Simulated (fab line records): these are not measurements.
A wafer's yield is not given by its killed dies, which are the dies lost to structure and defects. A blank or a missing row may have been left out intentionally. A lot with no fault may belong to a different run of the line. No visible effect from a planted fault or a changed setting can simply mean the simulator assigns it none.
fab line records :: flow n5_finfet
record
  lots=14
  wafers=37
  last_day=17
route steps=1938 shown BEOL_M11@1551 PASSIVATION@1936
lots with no fault: from the same line, run without faults
start_h: the number of hours between the record's first day and the start of the first shown wafer of the lot :: wait_h: hours since the lot's step before :: " as in the row above :: L1.1+2: several wafers, shown together as one row :: - value missing, or start not given :: * or withheld: withheld :: < > ~ a bound
route shown NAME@n: names a module that has steps shown in the file, with the first one's number in the route :: usual: mean and standard deviation over wafers with no fault :: same: alike in all rows :: chamber/n: place in a boat :: sites: the reading at each site :: _std_site: standard deviation across them :: _edge_site: the outer-site mean with the inner-site mean subtracted :: radius_mm: for every site, how far away it sits from the centre of the wafer :: mask NAME#n: copy n :: behind: tool/chamber where the wafer was last shaped :: hold: what put the lot on hold/how long, in hours/how the hold closed :: device: the transistor (n, p or np) that didn't switch :: end of line: the route-end tests of the same wafers :: step lacking rows: just its recipe :: killed: at the first sort, the dies lost to defects and structure; wafer yield is something else :: map: the dies of a wafer, with x for killed, . for not killed, _ for no die there
set.NAME: the setting as run; set.NAME@STEP: as run at that earlier step :: model.NAME: the simulator's own value behind a step, which no gauge read
route steps across a sampled set of lots; one table per step, one row per wafer
services: a tool's chamber out of use, with start hour (start_h, from the record's first day; less than 0 if before it), hours out, and reason
## steps
# step N5_BEOL_M11_INSPECT_13
# recipe
  mode=adi
  inspect_instrument=brightfield
# usual
  raw_defect_count=411/90
lot.wafer: L853.2
tool: defect_inspect-02
chamber: -
start_h: 234.55
wait_h: 0.0
raw_defect_count: 446

lot.wafer: L853.5
tool: defect_inspect-02
chamber: -
start_h: 234.55
wait_h: 0.0
raw_defect_count: 481

lot.wafer: L853.6
tool: defect_inspect-02
chamber: -
start_h: 234.55
wait_h: 0.0
raw_defect_count: 441

lot.wafer: L854.3
tool: defect_inspect-02
chamber: -
start_h: 236.17
wait_h: 0.0
raw_defect_count: 454

lot.wafer: L854.4
tool: defect_inspect-02
chamber: -
start_h: 236.17
wait_h: 0.0
raw_defect_count: 444

lot.wafer: L855.2
tool: defect_inspect-02
chamber: -
start_h: 236.25
wait_h: 0.0
raw_defect_count: 383

lot.wafer: L855.4
tool: defect_inspect-02
chamber: -
start_h: 236.25
wait_h: 0.0
raw_defect_count: 379

lot.wafer: L855.6
tool: defect_inspect-02
chamber: -
start_h: 236.25
wait_h: 0.0
raw_defect_count: 419

lot.wafer: L852.1
tool: defect_inspect-02
chamber: -
start_h: 248.37
wait_h: 0.0
raw_defect_count: 403

lot.wafer: L852.3
tool: defect_inspect-02
chamber: -
start_h: 248.37
wait_h: 0.0
raw_defect_count: 344

lot.wafer: L852.5
tool: defect_inspect-02
chamber: -
start_h: 248.37
wait_h: 0.0
raw_defect_count: 481

lot.wafer: L857.1
tool: defect_inspect-01
chamber: -
start_h: 253.94
wait_h: 0.0
raw_defect_count: 327

lot.wafer: L857.5
tool: defect_inspect-01
chamber: -
start_h: 253.94
wait_h: 0.0
raw_defect_count: 296

lot.wafer: L860.2
tool: defect_inspect-01
chamber: -
start_h: 270.99
wait_h: 0.0
raw_defect_count: 413

lot.wafer: L860.4
tool: defect_inspect-01
chamber: -
start_h: 270.99
wait_h: 0.0
raw_defect_count: 354

lot.wafer: L862.1
tool: defect_inspect-01
chamber: -
start_h: 289.60
wait_h: 0.0
raw_defect_count: 531

lot.wafer: L862.2
tool: defect_inspect-01
chamber: -
start_h: 289.60
wait_h: 0.0
raw_defect_count: 368

lot.wafer: L862.4
tool: defect_inspect-01
chamber: -
start_h: 289.60
wait_h: 0.0
raw_defect_count: 364

lot.wafer: L865.1
tool: defect_inspect-02
chamber: -
start_h: 308.40
wait_h: 0.0
raw_defect_count: 496

lot.wafer: L865.6
tool: defect_inspect-02
chamber: -
start_h: 308.40
wait_h: 0.0
raw_defect_count: 542

lot.wafer: L866.4
tool: defect_inspect-02
chamber: -
start_h: 314.56
wait_h: 0.0
raw_defect_count: 337

lot.wafer: L866.5
tool: defect_inspect-02
chamber: -
start_h: 314.56
wait_h: 0.0
raw_defect_count: 476

lot.wafer: L866.6
tool: defect_inspect-02
chamber: -
start_h: 314.56
wait_h: 0.0
raw_defect_count: 342

lot.wafer: L869.2
tool: defect_inspect-02
chamber: -
start_h: 322.23
wait_h: 0.0
raw_defect_count: 473

lot.wafer: L869.5
tool: defect_inspect-02
chamber: -
start_h: 322.23
wait_h: 0.0
raw_defect_count: 313

lot.wafer: L869.6
tool: defect_inspect-02
chamber: -
start_h: 322.23
wait_h: 0.0
raw_defect_count: 429

lot.wafer: L870.2
tool: defect_inspect-02
chamber: -
start_h: 334.98
wait_h: 0.0
raw_defect_count: 483

lot.wafer: L870.4
tool: defect_inspect-02
chamber: -
start_h: 334.98
wait_h: 0.0
raw_defect_count: 476

lot.wafer: L870.5
tool: defect_inspect-02
chamber: -
start_h: 334.98
wait_h: 0.0
raw_defect_count: 499

lot.wafer: L871.2
tool: defect_inspect-01
chamber: -
start_h: 341.66
wait_h: 0.0
raw_defect_count: 531

lot.wafer: L871.3
tool: defect_inspect-01
chamber: -
start_h: 341.66
wait_h: 0.0
raw_defect_count: 569

lot.wafer: L873.2
tool: defect_inspect-01
chamber: -
start_h: 347.55
wait_h: 0.0
raw_defect_count: 393

lot.wafer: L873.4
tool: defect_inspect-01
chamber: -
start_h: 347.55
wait_h: 0.0
raw_defect_count: 428

lot.wafer: L873.5
tool: defect_inspect-01
chamber: -
start_h: 347.55
wait_h: 0.0
raw_defect_count: 440

lot.wafer: L874.1
tool: defect_inspect-01
chamber: -
start_h: 362.68
wait_h: 0.0
raw_defect_count: 375

lot.wafer: L874.4
tool: defect_inspect-01
chamber: -
start_h: 362.68
wait_h: 0.0
raw_defect_count: 319

lot.wafer: L874.6
tool: defect_inspect-01
chamber: -
start_h: 362.68
wait_h: 0.0
raw_defect_count: 370
# step N5_BEOL_M11_CD_MEAS_18
# recipe
  pitch_nm=140
  target_cd_nm=70
# usual
  cd_nm=70.0/0.67
lot.wafer: L853.2
tool: cd_sem-01
chamber: -
start_h: 235.06
wait_h: 0.1
cd_nm: 70.2

lot.wafer: L853.5
tool: cd_sem-01
chamber: -
start_h: 235.06
wait_h: 0.1
cd_nm: 69.7

lot.wafer: L853.6
tool: cd_sem-01
chamber: -
start_h: 235.06
wait_h: 0.1
cd_nm: 69.8

lot.wafer: L854.3
tool: cd_sem-02
chamber: -
start_h: 236.66
wait_h: 0.1
cd_nm: 70.1

lot.wafer: L854.4
tool: cd_sem-02
chamber: -
start_h: 236.66
wait_h: 0.1
cd_nm: 70.3

lot.wafer: L855.2
tool: cd_sem-02
chamber: -
start_h: 236.73
wait_h: 0.1
cd_nm: 69.0

lot.wafer: L855.4
tool: cd_sem-02
chamber: -
start_h: 236.73
wait_h: 0.1
cd_nm: 68.8

lot.wafer: L855.6
tool: cd_sem-02
chamber: -
start_h: 236.73
wait_h: 0.1
cd_nm: 70.1

lot.wafer: L852.1
tool: cd_sem-03
chamber: -
start_h: 248.93
wait_h: 0.0
cd_nm: 69.2

lot.wafer: L852.3
tool: cd_sem-03
chamber: -
start_h: 248.93
wait_h: 0.0
cd_nm: 69.2

lot.wafer: L852.5
tool: cd_sem-03
chamber: -
start_h: 248.93
wait_h: 0.0
cd_nm: 69.6

lot.wafer: L857.1
tool: cd_sem-01
chamber: -
start_h: 254.43
wait_h: 0.0
cd_nm: 70.2

lot.wafer: L857.5
tool: cd_sem-01
chamber: -
start_h: 254.43
wait_h: 0.0
cd_nm: 70.2

lot.wafer: L860.2
tool: cd_sem-02
chamber: -
start_h: 271.47
wait_h: 0.1
cd_nm: 69.8

lot.wafer: L860.4
tool: cd_sem-02
chamber: -
start_h: 271.47
wait_h: 0.1
cd_nm: 69.4

lot.wafer: L862.1
tool: cd_sem-01
chamber: -
start_h: 290.09
wait_h: 0.1
cd_nm: 70.6

lot.wafer: L862.2
tool: cd_sem-01
chamber: -
start_h: 290.09
wait_h: 0.1
cd_nm: 69.0

lot.wafer: L862.4
tool: cd_sem-01
chamber: -
start_h: 290.09
wait_h: 0.1
cd_nm: 69.7

lot.wafer: L865.1
tool: cd_sem-02
chamber: -
start_h: 308.94
wait_h: 0.0
cd_nm: 69.9

lot.wafer: L865.6
tool: cd_sem-02
chamber: -
start_h: 308.94
wait_h: 0.0
cd_nm: 70.2

lot.wafer: L866.4
tool: cd_sem-01
chamber: -
start_h: 315.05
wait_h: 0.1
cd_nm: 70.3

lot.wafer: L866.5
tool: cd_sem-01
chamber: -
start_h: 315.05
wait_h: 0.1
cd_nm: 70.4

lot.wafer: L866.6
tool: cd_sem-01
chamber: -
start_h: 315.05
wait_h: 0.1
cd_nm: 70.7

lot.wafer: L869.2
tool: cd_sem-03
chamber: -
start_h: 322.72
wait_h: 0.1
cd_nm: 70.1

lot.wafer: L869.5
tool: cd_sem-03
chamber: -
start_h: 322.72
wait_h: 0.1
cd_nm: 70.2

lot.wafer: L869.6
tool: cd_sem-03
chamber: -
start_h: 322.72
wait_h: 0.1
cd_nm: 68.8

lot.wafer: L870.2
tool: cd_sem-03
chamber: -
start_h: 335.75
wait_h: 0.1
cd_nm: 70.4

lot.wafer: L870.4
tool: cd_sem-03
chamber: -
start_h: 335.75
wait_h: 0.1
cd_nm: 70.6

lot.wafer: L870.5
tool: cd_sem-03
chamber: -
start_h: 335.75
wait_h: 0.1
cd_nm: 70.0

lot.wafer: L871.2
tool: cd_sem-02
chamber: -
start_h: 342.41
wait_h: 0.1
cd_nm: 70.2

lot.wafer: L871.3
tool: cd_sem-02
chamber: -
start_h: 342.41
wait_h: 0.1
cd_nm: 70.3

lot.wafer: L873.2
tool: cd_sem-02
chamber: -
start_h: 348.04
wait_h: 0.1
cd_nm: 69.2

lot.wafer: L873.4
tool: cd_sem-02
chamber: -
start_h: 348.04
wait_h: 0.1
cd_nm: 68.6

lot.wafer: L873.5
tool: cd_sem-02
chamber: -
start_h: 348.04
wait_h: 0.1
cd_nm: 69.6

lot.wafer: L874.1
tool: cd_sem-01
chamber: -
start_h: 363.34
wait_h: 0.0
cd_nm: 69.9

lot.wafer: L874.4
tool: cd_sem-01
chamber: -
start_h: 363.34
wait_h: 0.0
cd_nm: 70.0

lot.wafer: L874.6
tool: cd_sem-01
chamber: -
start_h: 363.34
wait_h: 0.0
cd_nm: 70.2
# step N5_BEOL_M11_COAT_22
# recipe
  resist=CAR-ArF
  spin_rpm=1500
  resist_thk_nm=90
# usual
  spin_speed_rpm=1499.8/0.94
lot.wafer: L853.2
tool: litho_track-03
chamber: 0
start_h: 236.52
wait_h: -
spin_speed_rpm: 1499.0

lot.wafer: L853.5
tool: litho_track-03
chamber: 0
start_h: 236.52
wait_h: -
spin_speed_rpm: 1499.6

lot.wafer: L853.6
tool: litho_track-03
chamber: 0
start_h: 236.52
wait_h: -
spin_speed_rpm: 1499.0

lot.wafer: L854.3
tool: litho_track-04
chamber: 0
start_h: 236.76
wait_h: -
spin_speed_rpm: 1499.9

lot.wafer: L854.4
tool: litho_track-04
chamber: 0
start_h: 236.76
wait_h: -
spin_speed_rpm: 1500.0

lot.wafer: L855.2
tool: litho_track-05
chamber: 0
start_h: 236.82
wait_h: -
spin_speed_rpm: 1499.5

lot.wafer: L855.4
tool: litho_track-05
chamber: 0
start_h: 236.82
wait_h: -
spin_speed_rpm: 1499.5

lot.wafer: L855.6
tool: litho_track-05
chamber: 0
start_h: 236.82
wait_h: -
spin_speed_rpm: 1499.2

lot.wafer: L852.1
tool: litho_track-05
chamber: 0
start_h: 249.27
wait_h: -
spin_speed_rpm: 1498.8

lot.wafer: L852.3
tool: litho_track-05
chamber: 0
start_h: 249.27
wait_h: -
spin_speed_rpm: 1500.0

lot.wafer: L852.5
tool: litho_track-05
chamber: 0
start_h: 249.27
wait_h: -
spin_speed_rpm: 1499.7

lot.wafer: L857.1
tool: litho_track-03
chamber: 0
start_h: 256.12
wait_h: -
spin_speed_rpm: 1498.5

lot.wafer: L857.5
tool: litho_track-03
chamber: 0
start_h: 256.12
wait_h: -
spin_speed_rpm: 1499.7

lot.wafer: L860.2
tool: litho_track-05
chamber: 0
start_h: 271.62
wait_h: -
spin_speed_rpm: 1594.6

lot.wafer: L860.4
tool: litho_track-05
chamber: 0
start_h: 271.62
wait_h: -
spin_speed_rpm: 1595.8

lot.wafer: L862.1
tool: litho_track-05
chamber: 0
start_h: 292.32
wait_h: -
spin_speed_rpm: 1597.9

lot.wafer: L862.2
tool: litho_track-05
chamber: 0
start_h: 292.32
wait_h: -
spin_speed_rpm: 1597.5

lot.wafer: L862.4
tool: litho_track-05
chamber: 0
start_h: 292.32
wait_h: -
spin_speed_rpm: 1598.1

lot.wafer: L865.1
tool: litho_track-04
chamber: 0
start_h: 310.79
wait_h: -
spin_speed_rpm: 1499.2

lot.wafer: L865.6
tool: litho_track-04
chamber: 0
start_h: 310.79
wait_h: -
spin_speed_rpm: 1500.4

lot.wafer: L866.4
tool: litho_track-04
chamber: 0
start_h: 315.09
wait_h: -
spin_speed_rpm: 1499.8

lot.wafer: L866.5
tool: litho_track-04
chamber: 0
start_h: 315.09
wait_h: -
spin_speed_rpm: 1500.4

lot.wafer: L866.6
tool: litho_track-04
chamber: 0
start_h: 315.09
wait_h: -
spin_speed_rpm: 1500.2

lot.wafer: L869.2
tool: litho_track-03
chamber: 0
start_h: 323.28
wait_h: -
spin_speed_rpm: 1500.9

lot.wafer: L869.5
tool: litho_track-03
chamber: 0
start_h: 323.28
wait_h: -
spin_speed_rpm: 1500.0

lot.wafer: L869.6
tool: litho_track-03
chamber: 0
start_h: 323.28
wait_h: -
spin_speed_rpm: 1499.6

lot.wafer: L870.2
tool: litho_track-04
chamber: 0
start_h: 336.09
wait_h: -
spin_speed_rpm: 1500.0

lot.wafer: L870.4
tool: litho_track-04
chamber: 0
start_h: 336.09
wait_h: -
spin_speed_rpm: 1501.1

lot.wafer: L870.5
tool: litho_track-04
chamber: 0
start_h: 336.09
wait_h: -
spin_speed_rpm: 1501.5

lot.wafer: L871.2
tool: litho_track-04
chamber: 0
start_h: 346.11
wait_h: -
spin_speed_rpm: 1501.5

lot.wafer: L871.3
tool: litho_track-04
chamber: 0
start_h: 346.11
wait_h: -
spin_speed_rpm: 1501.2

lot.wafer: L873.2
tool: litho_track-04
chamber: 0
start_h: 348.29
wait_h: -
spin_speed_rpm: 1499.8

lot.wafer: L873.4
tool: litho_track-04
chamber: 0
start_h: 348.29
wait_h: -
spin_speed_rpm: 1500.5

lot.wafer: L873.5
tool: litho_track-04
chamber: 0
start_h: 348.29
wait_h: -
spin_speed_rpm: 1499.8

lot.wafer: L874.1
tool: litho_track-04
chamber: 0
start_h: 363.61
wait_h: -
spin_speed_rpm: 1501.8

lot.wafer: L874.4
tool: litho_track-04
chamber: 0
start_h: 363.61
wait_h: -
spin_speed_rpm: 1500.3

lot.wafer: L874.6
tool: litho_track-04
chamber: 0
start_h: 363.61
wait_h: -
spin_speed_rpm: 1499.2
# step N5_BEOL_M11_OVL_MEAS_29
# recipe
  points_per_wafer=44
# usual
  V10_OVL=-0.1/0.72
lot.wafer: L853.2
tool: overlay-02
chamber: 0
start_h: 236.94
wait_h: 0.0
V10_OVL[nm]: -0.7

lot.wafer: L853.5
tool: overlay-02
chamber: 0
start_h: 236.94
wait_h: 0.0
V10_OVL[nm]: -1.6

lot.wafer: L853.6
tool: overlay-02
chamber: 0
start_h: 236.94
wait_h: 0.0
V10_OVL[nm]: -1.1

lot.wafer: L854.3
tool: overlay-01
chamber: 0
start_h: 237.16
wait_h: 0.0
V10_OVL[nm]: 0.7

lot.wafer: L854.4
tool: overlay-01
chamber: 0
start_h: 237.16
wait_h: 0.0
V10_OVL[nm]: 0.2

lot.wafer: L855.2
tool: overlay-02
chamber: 0
start_h: 237.33
wait_h: 0.0
V10_OVL[nm]: -0.9

lot.wafer: L855.4
tool: overlay-02
chamber: 0
start_h: 237.33
wait_h: 0.0
V10_OVL[nm]: -0.2

lot.wafer: L855.6
tool: overlay-02
chamber: 0
start_h: 237.33
wait_h: 0.0
V10_OVL[nm]: 0.0

lot.wafer: L852.1
tool: overlay-01
chamber: 0
start_h: 249.54
wait_h: 0.0
V10_OVL[nm]: 0.0

lot.wafer: L852.3
tool: overlay-01
chamber: 0
start_h: 249.54
wait_h: 0.0
V10_OVL[nm]: 1.1

lot.wafer: L852.5
tool: overlay-01
chamber: 0
start_h: 249.54
wait_h: 0.0
V10_OVL[nm]: -0.3

lot.wafer: L857.1
tool: overlay-01
chamber: 0
start_h: 256.52
wait_h: 0.0
V10_OVL[nm]: 0.0

lot.wafer: L857.5
tool: overlay-01
chamber: 0
start_h: 256.52
wait_h: 0.0
V10_OVL[nm]: -1.0

lot.wafer: L860.2
tool: overlay-01
chamber: 0
start_h: 271.89
wait_h: 0.0
V10_OVL[nm]: 0.2

lot.wafer: L860.4
tool: overlay-01
chamber: 0
start_h: 271.89
wait_h: 0.0
V10_OVL[nm]: 0.0

lot.wafer: L862.1
tool: overlay-02
chamber: 0
start_h: 292.60
wait_h: 0.0
V10_OVL[nm]: -1.8

lot.wafer: L862.2
tool: overlay-02
chamber: 0
start_h: 292.60
wait_h: 0.0
V10_OVL[nm]: -0.5

lot.wafer: L862.4
tool: overlay-02
chamber: 0
start_h: 292.60
wait_h: 0.0
V10_OVL[nm]: -0.6

lot.wafer: L865.1
tool: overlay-01
chamber: 0
start_h: 311.18
wait_h: 0.0
V10_OVL[nm]: -0.9

lot.wafer: L865.6
tool: overlay-01
chamber: 0
start_h: 311.18
wait_h: 0.0
V10_OVL[nm]: -0.2

lot.wafer: L866.4
tool: overlay-02
chamber: 0
start_h: 315.48
wait_h: 0.0
V10_OVL[nm]: -0.5

lot.wafer: L866.5
tool: overlay-02
chamber: 0
start_h: 315.48
wait_h: 0.0
V10_OVL[nm]: -0.4

lot.wafer: L866.6
tool: overlay-02
chamber: 0
start_h: 315.48
wait_h: 0.0
V10_OVL[nm]: -0.2

lot.wafer: L869.2
tool: overlay-01
chamber: 0
start_h: 323.55
wait_h: 0.0
V10_OVL[nm]: 0.9

lot.wafer: L869.5
tool: overlay-01
chamber: 0
start_h: 323.55
wait_h: 0.0
V10_OVL[nm]: -0.5

lot.wafer: L869.6
tool: overlay-01
chamber: 0
start_h: 323.55
wait_h: 0.0
V10_OVL[nm]: 0.6

lot.wafer: L870.2
tool: overlay-01
chamber: 0
start_h: 336.49
wait_h: 0.0
V10_OVL[nm]: 0.5

lot.wafer: L870.4
tool: overlay-01
chamber: 0
start_h: 336.49
wait_h: 0.0
V10_OVL[nm]: 0.6

lot.wafer: L870.5
tool: overlay-01
chamber: 0
start_h: 336.49
wait_h: 0.0
V10_OVL[nm]: 0.2

lot.wafer: L871.2
tool: overlay-01
chamber: 0
start_h: 346.51
wait_h: 0.0
V10_OVL[nm]: 0.2

lot.wafer: L871.3
tool: overlay-01
chamber: 0
start_h: 346.51
wait_h: 0.0
V10_OVL[nm]: -0.3

lot.wafer: L873.2
tool: overlay-02
chamber: 0
start_h: 348.56
wait_h: 0.0
V10_OVL[nm]: -0.1

lot.wafer: L873.4
tool: overlay-02
chamber: 0
start_h: 348.56
wait_h: 0.0
V10_OVL[nm]: -0.2

lot.wafer: L873.5
tool: overlay-02
chamber: 0
start_h: 348.56
wait_h: 0.0
V10_OVL[nm]: -0.1

lot.wafer: L874.1
tool: overlay-02
chamber: 0
start_h: 364.17
wait_h: 0.0
V10_OVL[nm]: 1.1

lot.wafer: L874.4
tool: overlay-02
chamber: 0
start_h: 364.17
wait_h: 0.0
V10_OVL[nm]: 0.2

lot.wafer: L874.6
tool: overlay-02
chamber: 0
start_h: 364.17
wait_h: 0.0
V10_OVL[nm]: -0.5
# step N5_PASSIVATION_PROBE_49
# usual
  defect_limited_yield=91.3/1.4
  killed_at_M0_to_M3=32/9.5
  killed_at_M4_up=14/5.2
  killed_at_contacts=13/5.7
  killed_at_front_end=41/12
  killed_at_other=3.5/2.6
  killed_dies=103/17
  killed_open=68/14
  killed_short=32/7
  sort_bin_4_leakage=0.01/0.051
  sort_bin_5_function=5.0/0.91
  sort_bin_6_memory=3.3/0.7
  sort_bin_8_speed=0.03/0.22
  sort_n_pass=1076/17
  sort_yield_pct=91.2/1.4
# same
  gross_dies=1180
  killed_at_back_side=0
lot.wafer: L862.1
tool: prober-01
chamber: -
start_h: 331.17
wait_h: 0.0
defect_limited_yield[%]: 92.6
killed_at_M0_to_M3: 26
killed_at_M4_up: 8
killed_at_contacts: 21
killed_at_front_end: 32
killed_at_other: 0
killed_dies: 87
killed_open: 57
killed_short: 28
sort_bin_4_leakage[%]: 0
sort_bin_5_function[%]: 4.4
sort_bin_6_memory[%]: 2.5
sort_bin_8_speed[%]: 0
sort_n_pass: 1093
sort_yield_pct[%]: 92.6

lot.wafer: L862.2
tool: prober-01
chamber: -
start_h: 331.22
wait_h: 0.1
defect_limited_yield[%]: 93.8
killed_at_M0_to_M3: 22
killed_at_M4_up: 12
killed_at_contacts: 8
killed_at_front_end: 28
killed_at_other: 3
killed_dies: 73
killed_open: 46
killed_short: 26
sort_bin_4_leakage[%]: 0
sort_bin_5_function[%]: 3.6
sort_bin_6_memory[%]: 2.5
sort_bin_8_speed[%]: 0
sort_n_pass: 1107
sort_yield_pct[%]: 93.8

lot.wafer: L862.4
tool: prober-01
chamber: -
start_h: 331.32
wait_h: 0.2
defect_limited_yield[%]: 90.8
killed_at_M0_to_M3: 22
killed_at_M4_up: 22
killed_at_contacts: 17
killed_at_front_end: 41
killed_at_other: 7
killed_dies: 109
killed_open: 67
killed_short: 32
sort_bin_4_leakage[%]: 0
sort_bin_5_function[%]: 5.5
sort_bin_6_memory[%]: 2.8
sort_bin_8_speed[%]: 0
sort_n_pass: 1071
sort_yield_pct[%]: 90.8
# killed by level:class
L862.1 MOL_CONTACT_COAG:geometric_particle:open=16 BEOL_M0_SAQP:geometric_particle:short=9 STI_FIN_REVEAL:geometric_particle:open=7 BEOL_M2:geometric_particle:open=6 STI_FIN_REVEAL:geometric_particle:short=5 MOL_CONTACT_COAG:geometric_particle:short=5 BEOL_M4:geometric_particle:open=5 STARTING-WAFER:geometric_particle:open=5
L862.2 FIN_SAQP:geometric_particle:short=11 MOL_CONTACT_COAG:geometric_particle:open=7 BEOL_M1:geometric_particle:open=6 FIN_SAQP:geometric_particle:open=5 BEOL_M3:geometric_particle:open=5 BEOL_M4:geometric_particle:open=5 STI_FIN_REVEAL:geometric_particle:open=3 BEOL_M0_SAQP:geometric_particle:short=3
L862.4 MOL_CONTACT_COAG:geometric_particle:open=14 BEOL_M4:geometric_particle:open=10 STI_FIN_REVEAL:geometric_particle:open=9 HKMG_FIN:area_etch=9 FIN_SAQP:geometric_particle:short=5 GATE_CUT:geometric_particle:short=4 BEOL_M0_SAQP:geometric_particle:short=4 BEOL_M1:geometric_particle:open=4
## services
tool: litho_track-03
chamber: -
start_h: 246.46
hours: -
kind: consumable_replace:filter

tool: litho_track-04
chamber: -
start_h: 260.47
hours: -
kind: consumable_replace:filter
## key
first_sign
  step=N5_BEOL_M11_COAT_22
  reading=spin_speed_rpm
  direction=up
  sigmas=99+
  usual=*
  struck=*
effect none on later readings
met_at N5_BEOL_M11_COAT_22
struck_lots L860,L862
not_acting_at N5_BEOL_M11_INSPECT_13,N5_BEOL_M11_CD_MEAS_18,N5_BEOL_M11_OVL_MEAS_29
onset_between 249.27 271.62
fault
  kind=process_parameter_drift
  tool=litho_track-05
  chamber=-
  onset_h=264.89
  steps=N5_BEOL_M11_COAT_22
  channel=spin_rpm
  offset=*
  shape=step
  end_h=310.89
  acts_in=*
  stated=*
